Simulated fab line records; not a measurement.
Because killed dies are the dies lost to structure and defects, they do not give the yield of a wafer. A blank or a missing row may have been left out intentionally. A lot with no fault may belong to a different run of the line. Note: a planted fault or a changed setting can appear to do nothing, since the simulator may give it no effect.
Chamber matching / flow n5Finfet / aldHk-01 running N5_HKMG_FIN_HK_ALD_01: 4 sister chambers
The step deposits HfO2, target thk 1.6 nm, pulse time 3 s, purge time 3 s. 18 wafers are shown with their chamber, then 9 later ones without.

== EACH WAFER AND ITS CHAMBER ==
wafer=L076.2 chamber=1 precursorPulseHeightRel=0.996
wafer=L076.4 chamber=3 precursorPulseHeightRel=0.984
wafer=L076.6 chamber=3 precursorPulseHeightRel=0.997
wafer=L080.1 chamber=2 precursorPulseHeightRel=0.997
wafer=L080.3 chamber=1 precursorPulseHeightRel=0.987
wafer=L080.6 chamber=1 precursorPulseHeightRel=1.017
wafer=L084.3 chamber=3 precursorPulseHeightRel=0.992
wafer=L084.5 chamber=2 precursorPulseHeightRel=1.001
wafer=L084.6 chamber=1 precursorPulseHeightRel=1.000
wafer=L089.2 chamber=0 precursorPulseHeightRel=1.035
wafer=L089.3 chamber=3 precursorPulseHeightRel=0.983
wafer=L089.6 chamber=2 precursorPulseHeightRel=1.019
wafer=L090.1 chamber=3 precursorPulseHeightRel=0.990
wafer=L090.3 chamber=0 precursorPulseHeightRel=1.010
wafer=L090.6 chamber=3 precursorPulseHeightRel=1.018
wafer=L093.1 chamber=1 precursorPulseHeightRel=1.034
wafer=L093.4 chamber=2 precursorPulseHeightRel=0.981
wafer=L093.5 chamber=2 precursorPulseHeightRel=1.003

SIGNATURES, as means of the wafers listed above
reading=precursorPulseHeightRel; chamber 0=1.02250; chamber 1=1.00680; chamber 2=1.00020; chamber 3=0.99400; scatter within a chamber=0.0153
Rule: a wafer's distance from a chamber is the root of the sum, over the readings, of the square of ((its reading less the chamber's mean) divided by the reading's scatter). If the next closest chamber is less than 2 further off than the closest, the wafer can't be placed; otherwise it belongs to the closest. The scatter is the square root of a quotient: the sum, over the shown wafers, of each reading's squared deviation from its chamber's mean, divided by wafers minus chambers.

== WAFERS MISSING THEIR CHAMBER ==
wafer=L094.2 precursorPulseHeightRel=0.999
wafer=L094.3 precursorPulseHeightRel=1.035
wafer=L094.4 precursorPulseHeightRel=1.008
wafer=L095.1 precursorPulseHeightRel=1.009
wafer=L095.3 precursorPulseHeightRel=1.017
wafer=L095.4 precursorPulseHeightRel=0.994
wafer=L097.1 precursorPulseHeightRel=1.041
wafer=L097.4 precursorPulseHeightRel=0.994
wafer=L097.5 precursorPulseHeightRel=1.001

== CHAMBER TAKEN BY EACH ==
wafer=L094.2; from the rows above=can't be placed: 2 or 3 or 1 or 0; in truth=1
wafer=L094.3; from the rows above=can't be placed: 0 or 1 or 2 or 3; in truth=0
wafer=L094.4; from the rows above=can't be placed: 1 or 2 or 3 or 0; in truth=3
wafer=L095.1; from the rows above=can't be placed: 1 or 2 or 0 or 3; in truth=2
wafer=L095.3; from the rows above=can't be placed: 0 or 1 or 2 or 3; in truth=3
wafer=L095.4; from the rows above=can't be placed: 3 or 2 or 1 or 0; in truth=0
wafer=L097.1; from the rows above=can't be placed: 0 or 1 or 2 or 3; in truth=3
wafer=L097.4; from the rows above=can't be placed: 3 or 2 or 1 or 0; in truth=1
wafer=L097.5; from the rows above=can't be placed: 2 or 1 or 3 or 0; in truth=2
Correct placement for 0 of the 9. These rows do not allow placing 9 (true chamber among the candidates in 9). Number placed wrongly: 0.
